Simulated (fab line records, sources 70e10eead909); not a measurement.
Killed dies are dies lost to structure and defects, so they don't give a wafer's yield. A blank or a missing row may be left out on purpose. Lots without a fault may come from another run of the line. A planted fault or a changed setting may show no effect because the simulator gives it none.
Chamber matching | flow nand_harc | NHARC_THIN_TSV_CMP_01 on cmp-02: 4 sister chambers
The step polishes. 36 wafers are shown with their chamber, then 12 later ones without.

WAFERS WITH THEIR CHAMBER
wafer  | chamber | motor_current_A (A)
L078.1 | 0       | 13.5
L078.3 | 3       | 14.0
L078.6 | 2       | 11.8
L077.1 | 1       | 12.8
L077.2 | 0       | 13.1
L077.3 | 2       | 11.9
L077.4 | 3       | 14.5
L077.5 | 0       | 13.1
L077.6 | 3       | 14.4
L079.1 | 2       | 11.6
L079.3 | 1       | 12.2
L079.5 | 2       | 12.1
L081.1 | 1       | 11.5
L081.3 | 2       | 12.0
L081.5 | 3       | 14.2
L080.2 | 1       | 12.4
L080.3 | 0       | 12.6
L080.6 | 1       | 12.8
L084.2 | 1       | 13.3
L084.5 | 1       | 12.5
L084.6 | 2       | 11.9
L084.1 | 3       | 14.7
L084.3 | 0       | 13.2
L084.4 | 2       | 11.2
L087.2 | 2       | 11.6
L087.3 | 1       | 13.7
L087.4 | 0       | 12.7
L087.1 | 3       | 14.6
L087.5 | 2       | 11.0
L087.6 | 3       | 14.5
L092.2 | 0       | 12.8
L092.3 | 3       | 14.3
L092.4 | 1       | 12.5
L095.1 | 2       | 12.2
L095.3 | 3       | 14.4
L095.6 | 2       | 12.0

SIGNATURES (means of the wafers above)
reading         | chamber 0 | chamber 1 | chamber 2 | chamber 3 | scatter within a chamber
motor_current_A | 13.000    | 12.633    | 11.755    | 14.400    | 0.417
Rule: a wafer's distance from a chamber is the root of the sum, over the readings, of the square of ((its reading less the chamber's mean) divided by the reading's scatter). The wafer belongs to the nearest chamber; if the next one is less than 2 further off, it can't be placed. The scatter: the root of (the sum of the squares of (reading less its chamber's mean) over the shown wafers, divided by (wafers less chambers)).

WAFERS WITHOUT THEIR CHAMBER
wafer  | motor_current_A (A)
L094.1 | 13.8
L094.3 | 11.7
L094.6 | 14.7
L094.2 | 12.1
L094.4 | 13.2
L094.5 | 12.7
L096.1 | 11.9
L096.2 | 12.8
L096.3 | 12.4
L096.4 | 15.0
L096.5 | 12.0
L096.6 | 14.6

WHICH CHAMBER EACH WENT THROUGH
wafer  | from the rows above          | in truth
L094.1 | can't be placed: 3 or 0 or 1 | 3
L094.3 | 2                            | 2
L094.6 | 3                            | 3
L094.2 | can't be placed: 2 or 1 or 0 | 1
L094.4 | can't be placed: 0 or 1      | 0
L094.5 | can't be placed: 1 or 0      | 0
L096.1 | can't be placed: 2 or 1      | 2
L096.2 | can't be placed: 1 or 0      | 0
L096.3 | can't be placed: 1 or 0 or 2 | 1
L096.4 | 3                            | 3
L096.5 | can't be placed: 2 or 1 or 0 | 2
L096.6 | 3                            | 3
Placed correctly: 4 of 12. Can't be placed from these rows: 8 (the true chamber is among the candidates in 8). Placed wrongly: 0.
